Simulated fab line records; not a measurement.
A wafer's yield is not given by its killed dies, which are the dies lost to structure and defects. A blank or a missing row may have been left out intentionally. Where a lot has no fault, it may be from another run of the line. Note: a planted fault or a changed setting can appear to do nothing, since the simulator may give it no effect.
fab line records	flow nandHarc	part 1 of 2: steps 1 to 34 of 42
[record] lots = 6	wafers = 18	lastDay = 32
route steps=1302 shown A_ONON_D1@449 A_CHANNEL_HOLE_D1@450 END@1301
lots that met no fault: from a run of the same line without faults
startH: start of the lot's first displayed wafer, in hours after the record's first day	waitH: hours since the lot's step before	" repeats the value in the row above	L1.1+2: several wafers, shown together as one row	- no value present, or no start provided	* or withheld: withheld	< > ~ a bound
route shown NAME@n: names a module that has steps shown in the file, with the first one's number in the route	usual: mean and standard deviation over wafers with no fault	same: alike in all rows	chamber/n: place in a boat	sites: the reading at each site	_std_site: standard deviation across them	_edge_site: the outer-site mean with the inner-site mean subtracted	radiusMm: for every site, how far away it sits from the centre of the wafer	mask NAME#n: copy n	behind: the most recent tool/chamber to have shaped the wafer	hold: why the lot went on hold/how many hours it stayed there/how the hold came to an end	device: the n, p or np transistor that did not switch	end of line: the tests these same wafers got at the end of their route	step lacking rows: just its recipe	killed: dies lost to structure and defects at the first sort, not the wafer's yield	map: per-die view of a wafer (x killed, . not killed, _ where there is no die)
set.NAME: the setting as run; set.NAME@STEP: as run at that earlier step	model.NAME: the simulator's own value behind a step, which no gauge read
lots at some steps of the route; a table a step, a row a wafer
services: the hour from which a tool's chamber was out of use, counted from the record's first day as startH (under 0 if before that day), plus the number of hours and why
[[steps]]
[step NHARC_A_ONON_D1_INSPECT_32]
[usual] rawDefectCount = 64/19
lot.wafer	tool	chamber	startH	waitH	rawDefectCount
L431.2	defectInspect-01	-	189.87	0.0	62
L431.3	"	-	"	"	62
L431.6	"	-	"	"	70
L432.3	defectInspect-02	-	204.44	0.0	77
L432.4	"	-	"	"	79
L432.6	"	-	"	"	70
L438.2	defectInspect-02	-	261.60	0.0	71
L438.4	"	-	"	"	38
L438.5	"	-	"	"	24
L439.1	defectInspect-01	-	282.43	0.0	79
L439.3	"	-	"	"	49
L439.4	"	-	"	"	26
L448.1	defectInspect-02	-	369.05	0.0	86
L448.2	"	-	"	"	81
L448.3	"	-	"	"	95
L449.1	defectInspect-01	-	388.07	7.2	42
L449.3	"	-	"	"	45
L449.4	"	-	"	"	39
[step NHARC_A_CHANNEL_HOLE_D1_DEP_00]
[recipe] targetThkA = 31000	tempC = 400	material = aC
[usual] throttleValvePct = 34.999/0.0086
lot.wafer	tool	chamber	startH	waitH	throttleValvePct
L431.2	aclDep-03	0	191.59	1.7	35.004
L431.3	"	0	"	"	34.990
L431.6	"	0	"	"	35.007
L432.3	aclDep-03	0	205.14	0.7	34.981
L432.4	"	0	"	"	35.001
L432.6	"	0	"	"	34.999
L438.2	aclDep-03	0	262.01	0.4	35.012
L438.4	"	0	"	"	34.983
L438.5	"	0	"	"	34.995
L439.1	aclDep-02	0	283.25	0.8	34.990
L439.3	"	0	"	"	35.006
L439.4	"	0	"	"	35.002
L448.1	aclDep-03	0	369.54	0.5	35.001
L448.2	"	0	"	"	35.001
L448.3	"	0	"	"	35.007
L449.1	aclDep-03	0	388.15	0.1	35.005
L449.3	"	0	"	"	35.007
L449.4	"	0	"	"	34.990
[step NHARC_A_CHANNEL_HOLE_D1_DEP_01]
[recipe] targetThkA = 1400	targetThkNm = 140	tempC = 400	pressureTorr = 3.5	flowSccm = 200	rfW = 350	material = SiON
[step NHARC_A_CHANNEL_HOLE_D1_DEHYDRATE_02]
[recipe] tempC = 150	timeS = 120
[step NHARC_A_CHANNEL_HOLE_D1_HMDS_03]
[recipe] timeS = 30
[step NHARC_A_CHANNEL_HOLE_D1_COAT_36]
[recipe] tempC = 260	timeS = 75
[step NHARC_A_CHANNEL_HOLE_D1_COAT_37]
[recipe] tempC = 225	timeS = 65
[step NHARC_A_CHANNEL_HOLE_D1_COAT_04]
[recipe] spinRpm = 1500	resistThkNm = 90
[step NHARC_A_CHANNEL_HOLE_D1_SOFTBAKE_05]
[recipe] tempC = 105	timeS = 55
[step NHARC_A_CHANNEL_HOLE_D1_EBR_06]
[step NHARC_A_CHANNEL_HOLE_D1_EXPOSE_07]
[recipe] na = 1.35	targetCdNm = 100	sigmaOuter = 0.3	doseMj = 59.65	maskId = HOLE_D1
[step NHARC_A_CHANNEL_HOLE_D1_PEB_08]
[recipe] pebTempC = 100	pebTimeS = 65
[usual] heaterPowerTotalW = 156.6/0.44	plateTempC = 100.03/0.12
lot.wafer	tool	chamber	startH	waitH	heaterPowerTotalW	plateTempC
L431.2	lithoTrack-04	0	193.82	0.1	156.3	100.20
L431.3	"	0	"	"	157.1	100.16
L431.6	"	0	"	"	157.2	100.09
L432.3	lithoTrack-06	0	207.11	0.0	156.6	100.07
L432.4	"	0	"	"	157.0	100.14
L432.6	"	0	"	"	156.0	100.21
L438.2	lithoTrack-06	0	264.24	0.1	147.9	95.80
L438.4	"	0	"	"	147.0	95.67
L438.5	"	0	"	"	147.4	95.63
L439.1	lithoTrack-06	0	285.67	0.1	147.8	95.85
L439.3	"	0	"	"	147.3	95.84
L439.4	"	0	"	"	148.1	95.92
L448.1	lithoTrack-04	0	372.10	0.1	156.5	100.02
L448.2	"	0	"	"	156.0	100.01
L448.3	"	0	"	"	156.9	100.04
L449.1	lithoTrack-04	0	390.71	0.1	157.0	99.96
L449.3	"	0	"	"	155.9	100.23
L449.4	"	0	"	"	157.2	100.16
[step NHARC_A_CHANNEL_HOLE_D1_DEVELOP_09]
[recipe] developTimeS = 35	devTempC = 23
[step NHARC_A_CHANNEL_HOLE_D1_CD_MEAS_10]
[recipe] targetCdNm = 100	landingEnergyEv = 500
[usual] cdNm = 100.0/0.46
lot.wafer	tool	chamber	startH	waitH	cdNm
L431.2	cdSem-02	0	193.90	-	99.1
L431.3	"	0	"	"	99.3
L431.6	"	0	"	"	99.3
L432.3	cdSem-03	0	207.19	-	99.8
L432.4	"	0	"	"	99.4
L432.6	"	0	"	"	100.0
L438.2	cdSem-02	0	264.32	-	86.4
L438.4	"	0	"	"	86.3
L438.5	"	0	"	"	86.5
L439.1	cdSem-01	0	285.75	-	85.9
L439.3	"	0	"	"	86.3
L439.4	"	0	"	"	86.1
L448.1	cdSem-01	0	372.18	-	99.9
L448.2	"	0	"	"	100.6
L448.3	"	0	"	"	100.4
L449.1	cdSem-01	0	390.79	-	100.4
L449.3	"	0	"	"	100.6
L449.4	"	0	"	"	100.9
[step NHARC_A_CHANNEL_HOLE_D1_OVL_MEAS_11]
[usual] overlayXNm = -0.1/0.81	overlayYNm = -0.1/0.72
lot.wafer	tool	chamber	startH	waitH	overlayXNm	overlayYNm
L431.2	overlay-01	-	193.99	-	-0.6	0.4
L431.3	"	-	"	"	-0.3	1.1
L431.6	"	-	"	"	-0.8	0.1
L432.3	overlay-02	-	207.28	-	-0.1	-0.1
L432.4	"	-	"	"	-0.2	-0.2
L432.6	"	-	"	"	-1.0	0.1
L438.2	overlay-02	-	264.41	-	-0.6	0.3
L438.4	"	-	"	"	0.0	0.5
L438.5	"	-	"	"	-0.3	0.6
L439.1	overlay-01	-	285.85	-	0.8	-1.3
L439.3	"	-	"	"	0.5	-1.1
L439.4	"	-	"	"	0.8	-1.1
L448.1	overlay-02	-	372.27	-	-1.5	-0.5
L448.2	"	-	"	"	-1.4	-0.3
L448.3	"	-	"	"	-1.2	0.3
L449.1	overlay-01	-	390.87	-	0.8	0.4
L449.3	"	-	"	"	0.5	-0.8
L449.4	"	-	"	"	0.7	-0.7
[step NHARC_A_CHANNEL_HOLE_D1_INSPECT_12]
[usual] rawDefectCount = 4.7/2.5
lot.wafer	tool	chamber	startH	waitH	rawDefectCount
L431.2	defectInspect-01	-	194.02	0.0	5
L431.3	"	-	"	"	5
L431.6	"	-	"	"	1
L432.3	defectInspect-01	-	207.32	0.0	2
L432.4	"	-	"	"	7
L432.6	"	-	"	"	4
L438.2	defectInspect-01	-	264.44	0.0	2
L438.4	"	-	"	"	1
L438.5	"	-	"	"	3
L439.1	defectInspect-01	-	285.88	0.0	10
L439.3	"	-	"	"	2
L439.4	"	-	"	"	4
L448.1	defectInspect-02	-	372.30	0.0	5
L448.2	"	-	"	"	4
L448.3	"	-	"	"	2
L449.1	defectInspect-01	-	390.91	0.0	4
L449.3	"	-	"	"	2
L449.4	"	-	"	"	8
[step NHARC_A_CHANNEL_HOLE_D1_DESCUM_15]
[recipe] timeS = 3	o2FlowSccm = 200	arFlowSccm = 0	biasPowerW = 0	chemistry = O2
[usual] drypumpMotorCurrentA = 5.71/0.3	oesProductAu = 0.998/0.011	rfVppV = 57.9/0.75	showerheadPlenumPTorr = 1.93/0.04	throttleValvePct = 11.313/0.0097
lot.wafer	tool	chamber	startH	waitH	drypumpMotorCurrentA	oesProductAu	rfHoursCounterH	rfVppV	showerheadPlenumPTorr	throttleValvePct	model.A_CHANNEL_HOLE_D1.cdNm
L431.2	rieDiel-03	1	194.09	0.1	5.54	0.989	8	57.2	1.91	11.314	98.87
L431.3	"	2	"	"	5.95	1.000	8	57.8	1.99	11.317	100.2
L431.6	"	0	"	"	5.63	1.017	-	59.3	1.92	11.320	99.7
L432.3	rieDiel-03	1	207.38	0.1	5.54	0.983	9	57.4	1.91	11.314	98.82
L432.4	"	2	"	"	5.92	1.007	9	58.0	1.98	11.312	100.6
L432.6	"	1	"	"	5.55	0.982	-	57.0	1.91	11.323	99.8
L438.2	rieDiel-03	2	264.52	0.1	5.93	1.008	13	57.5	1.98	11.310	87.2
L438.4	"	3	"	"	6.01	0.983	13	57.6	1.94	11.314	85.87
L438.5	"	0	"	"	5.63	0.997	-	56.7	1.92	11.318	86.17
L439.4	rieDiel-07	1	285.94	0.1	6.08	0.985	58	56.9	1.89	11.335	86.04
L439.1	"	2	"	"	5.44	1.004	58	58.6	2.04	11.311	86.29
L439.3	"	3	"	"	5.02	1.008	53	58.1	1.90	11.323	86.76
L448.1	rieDiel-03	1	372.36	0.1	5.54	1.008	6	56.0	1.90	11.333	99.09
L448.2	"	2	"	"	5.91	1.007	5	58.0	1.98	11.322	100.4
L448.3	"	3	"	"	5.99	0.990	6	57.2	1.94	11.312	99.97
L449.3	rieDiel-03	1	390.97	0.1	5.53	1.008	7	58.9	1.90	11.319	100.1
L449.1	"	0	"	"	5.64	1.013	8	59.2	1.92	11.319	99.56
L449.4	"	0	"	"	5.62	1.002	-	58.3	1.92	11.299	99.81
[step NHARC_A_CHANNEL_HOLE_D1_ETCH_38]
[recipe] targetDepthA = 390	overEtchFrac = 0.3	timeS = 65	ionEnergyEv = 80	cf4FlowSccm = 150	arFlowSccm = 0	rfW = 300	biasW = 100	chemistry = CF4
[usual] drypumpMotorCurrentA = 5.7/0.31	oesProductAu = 0.998/0.01	rfVppV = 151.3/0.88	showerheadPlenumPTorr = 1.78/0.032	throttleValvePct = 13.284/0.0089
lot.wafer	tool	chamber	startH	waitH	drypumpMotorCurrentA	oesProductAu	rfHoursCounterH	rfVppV	showerheadPlenumPTorr	throttleValvePct
L431.3	rieDiel-03	2	194.34	0.2	5.9	1.010	8	152.8	1.83	13.276
L431.2	"	0	"	"	5.6	1.011	7	151.9	1.78	13.297
L431.6	"	3	"	"	6.0	0.993	-	151.8	1.80	13.305
L432.4	rieDiel-03	0	207.47	0.1	5.6	1.008	8	149.8	1.78	13.275
L432.3	"	1	"	"	5.6	0.994	9	150.3	1.76	13.280
L432.6	"	0	"	"	5.6	1.012	-	150.4	1.78	13.286
L438.4	rieDiel-03	0	264.60	0.1	5.6	1.001	13	150.5	1.78	13.280
L438.2	"	1	"	"	5.5	0.992	12	150.8	1.76	13.279
L438.5	"	2	"	"	5.9	1.018	-	151.8	1.83	13.281
L439.3	rieDiel-07	1	286.04	0.1	6.1	0.986	58	152.5	1.75	13.279
L439.4	"	2	"	"	5.4	1.005	58	153.1	1.88	13.284
L439.1	"	3	"	"	5.0	1.013	53	151.0	1.76	13.289
L448.1	rieDiel-03	1	372.46	0.1	5.5	1.000	6	151.4	1.76	13.283
L448.2	"	2	"	"	5.9	0.999	5	152.4	1.83	13.279
L448.3	"	3	"	"	6.0	0.988	6	150.3	1.79	13.295
L449.1	rieDiel-03	0	391.08	0.1	5.6	0.989	8	151.1	1.77	13.287
L449.3	"	1	"	"	5.5	0.994	7	150.9	1.76	13.284
L449.4	"	0	"	"	5.6	0.995	-	151.5	1.77	13.291
[step NHARC_A_CHANNEL_HOLE_D1_ETCH_39]
[recipe] targetDepthA = 2600	overEtchFrac = 0.3	timeS = 325	ionEnergyEv = 200	n2FlowSccm = 150	h2FlowSccm = 150	arFlowSccm = 0	rfW = 400	biasW = 150	chemistry = N2/H2
[step NHARC_A_CHANNEL_HOLE_D1_ETCH_34]
[recipe] targetDepthA = 1540	timeS = 77	cf4FlowSccm = 100	chf3FlowSccm = 30	arFlowSccm = 0	rfW = 500	biasW = 200	chemistry = CF4/CHF3
[step NHARC_A_CHANNEL_HOLE_D1_ETCH_16]
[recipe] targetDepthA = 31000	overEtchFrac = 0.3	timeS = 806	ionEnergyEv = 150	o2FlowSccm = 400	cosFlowSccm = 20	arFlowSccm = 0	rfW = 500	biasW = 300	chemistry = O2/COS
[step NHARC_A_CHANNEL_HOLE_D1_CD_MEAS_18]
[usual] cdNm = 99.2/2.1
lot.wafer	tool	chamber	startH	waitH	cdNm
L431.2	cdSem-03	-	195.37	-	98.1
L431.3	"	-	"	"	100.5
L431.6	"	-	"	"	101.1
L432.3	cdSem-01	-	208.49	-	98.0
L432.4	"	-	"	"	100.0
L432.6	"	-	"	"	98.7
L438.2	cdSem-03	-	265.61	-	84.3
L438.4	"	-	"	"	85.2
L438.5	"	-	"	"	86.3
L439.1	cdSem-03	-	287.05	-	85.9
L439.3	"	-	"	"	83.5
L439.4	"	-	"	"	83.0
L448.1	cdSem-01	-	373.47	-	98.5
L448.2	"	-	"	"	99.5
L448.3	"	-	"	"	96.7
L449.1	cdSem-01	-	392.29	-	98.6
L449.3	"	-	"	"	100.3
L449.4	"	-	"	"	97.6
[step NHARC_A_CHANNEL_HOLE_D1_ETCH_19]
[recipe] biasV = 1200	sourceW = 2500	pressureMtorr = 15	timeS = 34.5	arFlowSccm = 375	c4f8FlowSccm = 28.8	o2FlowSccm = 96.2	tempC = -20	targetDepthA = *	chemistry = C4F8/O2/Ar
[step NHARC_A_CHANNEL_HOLE_D1_ETCH_20]
[recipe] biasV = 3000	sourceW = withheld	pressureMtorr = 20	timeS = 361.9	arFlowSccm = 375	c4f8FlowSccm = 89.3	o2FlowSccm = 35.7	tempC = -20	targetDepthA = 16000	chemistry = C4F8/O2/Ar
[step NHARC_A_CHANNEL_HOLE_D1_ETCH_21]
[recipe] biasV = 3000	sourceW = withheld	pressureMtorr = 20	timeS = 514.3	arFlowSccm = 375	c4f8FlowSccm = 89.3	o2FlowSccm = 35.7	tempC = -20	targetDepthA = 16000	chemistry = C4F8/O2/Ar
[usual] drypumpMotorCurrentA = 5.9/0.47	showerheadPlenumPTorr = 3.60/0.12	throttleValvePct = 32.154/0.0099
lot.wafer	tool	chamber	startH	waitH	drypumpMotorCurrentA	rfHoursCounterH	showerheadPlenumPTorr	throttleValvePct
L431.2	harEtch-02	1	196.25	0.3	5.6	307	3.56	32.138
L431.3	"	1	"	"	5.6	-	3.56	32.158
L431.6	"	0	"	"	6.2	-	3.51	32.156
L432.3	harEtch-02	1	209.71	0.6	5.6	-	3.56	32.143
L432.4	"	1	"	"	5.6	-	3.56	32.139
L432.6	"	1	"	"	5.6	-	3.56	32.168
L438.2	harEtch-02	0	266.11	0.3	6.3	337	3.49	32.163
L438.4	"	0	"	"	6.2	-	3.49	32.148
L438.5	"	0	"	"	6.2	-	3.49	32.167
L439.1	harEtch-02	1	287.56	0.3	5.6	364	3.53	32.174
L439.4	"	1	"	"	5.6	-	3.53	32.145
L439.3	"	0	"	"	6.2	-	3.48	32.168
L448.2	harEtch-01	0	373.97	0.3	6.5	191	3.57	32.142
L448.1	"	1	"	"	5.3	191	3.68	32.134
L448.3	"	0	"	"	6.5	-	3.56	32.166
L449.1	harEtch-01	0	398.18	0.3	6.5	202	3.56	32.161
L449.3	"	1	"	"	5.3	-	3.67	32.157
L449.4	"	0	"	"	6.5	-	3.56	32.159
[step NHARC_A_CHANNEL_HOLE_D1_ETCH_22]
[recipe] biasV = 3000	sourceW = withheld	pressureMtorr = 20	timeS = 666.7	arFlowSccm = 375	c4f8FlowSccm = 89.3	o2FlowSccm = 35.7	tempC = -20	targetDepthA = 16000	chemistry = C4F8/O2/Ar
[usual] drypumpMotorCurrentA = 5.9/0.47	showerheadPlenumPTorr = 3.60/0.12	throttleValvePct = 32.156/0.0086
lot.wafer	tool	chamber	startH	waitH	drypumpMotorCurrentA	rfHoursCounterH	showerheadPlenumPTorr	throttleValvePct
L431.2	harEtch-02	1	196.71	0.4	5.6	308	3.56	32.138
L431.3	"	1	"	"	5.6	-	3.56	32.151
L431.6	"	0	"	"	6.3	-	3.50	32.163
L432.3	harEtch-02	1	210.68	0.8	5.6	-	3.56	32.152
L432.4	"	1	"	"	5.6	-	3.56	32.161
L432.6	"	1	"	"	5.6	-	3.56	32.152
L438.2	harEtch-02	0	266.55	0.4	6.3	338	3.49	32.167
L438.4	"	0	"	"	6.3	-	3.49	32.146
L438.5	"	0	"	"	6.3	-	3.49	32.163
L439.1	harEtch-02	1	288.00	0.4	5.6	365	3.53	32.149
L439.4	"	1	"	"	5.6	-	3.53	32.137
L439.3	"	0	"	"	6.2	-	3.48	32.154
L448.2	harEtch-01	0	374.42	0.4	6.5	191	3.57	32.157
L448.1	"	1	"	"	5.3	191	3.68	32.143
L448.3	"	0	"	"	6.5	-	3.56	32.165
L449.1	harEtch-01	0	398.65	0.4	6.5	203	3.56	32.157
L449.3	"	1	"	"	5.3	-	3.67	32.158
L449.4	"	0	"	"	6.5	-	3.56	32.147
[step NHARC_A_CHANNEL_HOLE_D1_ETCH_23]
[recipe] biasV = 5000	sourceW = withheld	pressureMtorr = 20	timeS = 819	arFlowSccm = 375	c4f8FlowSccm = 89.3	o2FlowSccm = 35.7	tempC = -20	targetDepthA = 16000	chemistry = C4F8/O2/Ar
[step NHARC_A_CHANNEL_HOLE_D1_ETCH_24]
[recipe] biasV = 5000	sourceW = withheld	pressureMtorr = 20	timeS = 906.2	arFlowSccm = 375	c4f8FlowSccm = 93.8	o2FlowSccm = 31.2	tempC = -20	targetDepthA = 15000	chemistry = C4F8/O2/Ar
[step NHARC_A_CHANNEL_HOLE_D1_ETCH_25]
[recipe] biasV = 5000	sourceW = withheld	pressureMtorr = 20	timeS = 1040.2	arFlowSccm = 375	c4f8FlowSccm = 93.8	o2FlowSccm = 31.2	tempC = -20	targetDepthA = 15000	chemistry = C4F8/O2/Ar
[step NHARC_A_CHANNEL_HOLE_D1_ETCH_26]
[recipe] biasV = 300	sourceW = 2000	pressureMtorr = 30	timeS = 224.1	arFlowSccm = 375	c4f8FlowSccm = 11.4	o2FlowSccm = 113.6	tempC = -20	targetDepthA = 3000	chemistry = C4F8/O2/Ar
[usual] drypumpMotorCurrentA = 5.9/0.47	showerheadPlenumPTorr = 3.64/0.13	throttleValvePct = 24.584/0.009
lot.wafer	tool	chamber	startH	waitH	drypumpMotorCurrentA	rfHoursCounterH	showerheadPlenumPTorr	throttleValvePct
L431.2	harEtch-02	1	199.54	0.6	5.6	310	3.60	24.570
L431.3	"	1	"	"	5.6	-	3.60	24.592
L431.6	"	0	"	"	6.3	-	3.54	24.577
L432.3	harEtch-02	1	216.29	1.0	5.6	-	3.59	24.584
L432.4	"	1	"	"	5.6	-	3.59	24.571
L432.6	"	1	"	"	5.5	-	3.59	24.596
L438.2	harEtch-02	0	269.46	0.7	6.2	341	3.52	24.573
L438.4	"	0	"	"	6.2	-	3.52	24.589
L438.5	"	0	"	"	6.2	-	3.52	24.589
L439.1	harEtch-02	1	290.92	0.7	5.6	368	3.57	24.583
L439.4	"	1	"	"	5.5	-	3.57	24.582
L439.3	"	0	"	"	6.3	-	3.52	24.569
L448.2	harEtch-01	0	377.32	0.7	6.5	194	3.60	24.599
L448.1	"	1	"	"	5.3	194	3.72	24.586
L448.3	"	0	"	"	6.5	-	3.60	24.577
L449.1	harEtch-01	0	401.52	0.6	6.5	206	3.60	24.579
L449.3	"	1	"	"	5.3	-	3.72	24.574
L449.4	"	0	"	"	6.5	-	3.60	24.596
[step NHARC_A_CHANNEL_HOLE_D1_ETCH_33]
[recipe] biasV = 400	sourceW = 2000	pressureMtorr = 25	timeS = 90	arFlowSccm = 375	c4f8FlowSccm = 41.7	o2FlowSccm = 83.3	tempC = -20	targetDepthA = 4000	chemistry = C4F8/O2/Ar
[step NHARC_A_CHANNEL_HOLE_D1_STRIP_41]
[recipe] n2FlowSccm = 150	h2FlowSccm = 150	arFlowSccm = 0	biasW = 0	chemistry = N2/H2
[step NHARC_A_CHANNEL_HOLE_D1_STRIP_42]
[recipe] cf4FlowSccm = 100	chf3FlowSccm = 30	arFlowSccm = 0	biasW = 0	chemistry = CF4/CHF3
[step NHARC_A_CHANNEL_HOLE_D1_STRIP_43]
[recipe] o2FlowSccm = 400	cosFlowSccm = 20	arFlowSccm = 0	biasW = 0	chemistry = O2/COS
[[key]]
[firstSign] step = NHARC_A_CHANNEL_HOLE_D1_PEB_08	reading = plateTempC	direction = down	sigmas = 35	usual = *	struck = *
[effect] step = NHARC_A_CHANNEL_HOLE_D1_PEB_08	reading = heaterPowerTotalW	direction = down	sigmas = 21	usual = *	struck = *
[effect] step = NHARC_A_CHANNEL_HOLE_D1_CD_MEAS_10	reading = cdNm	direction = down	sigmas = 30	usual = 100.0	struck = 86.3
[effect] step = NHARC_A_CHANNEL_HOLE_D1_CD_MEAS_18	reading = cdNm	direction = down	sigmas = 7	usual = 99.2	struck = 84.7
[effect] step = NHARC_A_CHANNEL_HOLE_D1_CD_MEAS_30	reading = cdNm	direction = down	sigmas = 10	usual = 90.6	struck = 76.9
[effect] step = NHARC_A_CHANNEL_HOLE_D1_XSEM_31	reading = botCdNm	direction = down	sigmas = 9.9	usual = 75.2	struck = 61.7
[effect] step = NHARC_END_WLT_00	reading = VT_DECK1_MIDDLE_INNER	direction = down	sigmas = 7.4	usual = 0.885	struck = 0.843
[modelEffect] step = NHARC_A_CHANNEL_HOLE_D1_DESCUM_15	value = A_CHANNEL_HOLE_D1.cdNm	without = 99.77	struck = 86.39
[modelEffect] step = NHARC_A_CHANNEL_HOLE_D1_ETCH_44	value = A_CHANNEL_HOLE_D1.cdNm	without = 90.28	struck = 76.9
metAt NHARC_A_CHANNEL_HOLE_D1_PEB_08
struckWafers L438.2,L438.4,L438.5,L439.1,L439.3,L439.4
sortLeftOut L438.2,L438.4,L438.5,L439.1,L439.3,L439.4
testerLeftOut L438,L439
onsetBetween 207.11 264.24
[fault] kind = processParameterDrift	tool = lithoTrack-06	chamber = -	onsetH = 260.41	steps = NHARC_A_CHANNEL_HOLE_D1_PEB_08	channel = pebTempC	offset = *	shape = step	endH = 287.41	actsIn = *	stated = *
// testerLeftOut: of these lots the tester's yield and bins aren't shown, on N5 and GAA mostly nor the transistor test; their killed dies are dies lost to structure and defects alone, not to doping, threshold or leakage, so they don't give the yield
// sortLeftOut: the simulated sort isn't trusted on such a fault, so these wafers' sort isn't shown, and their yield isn't known
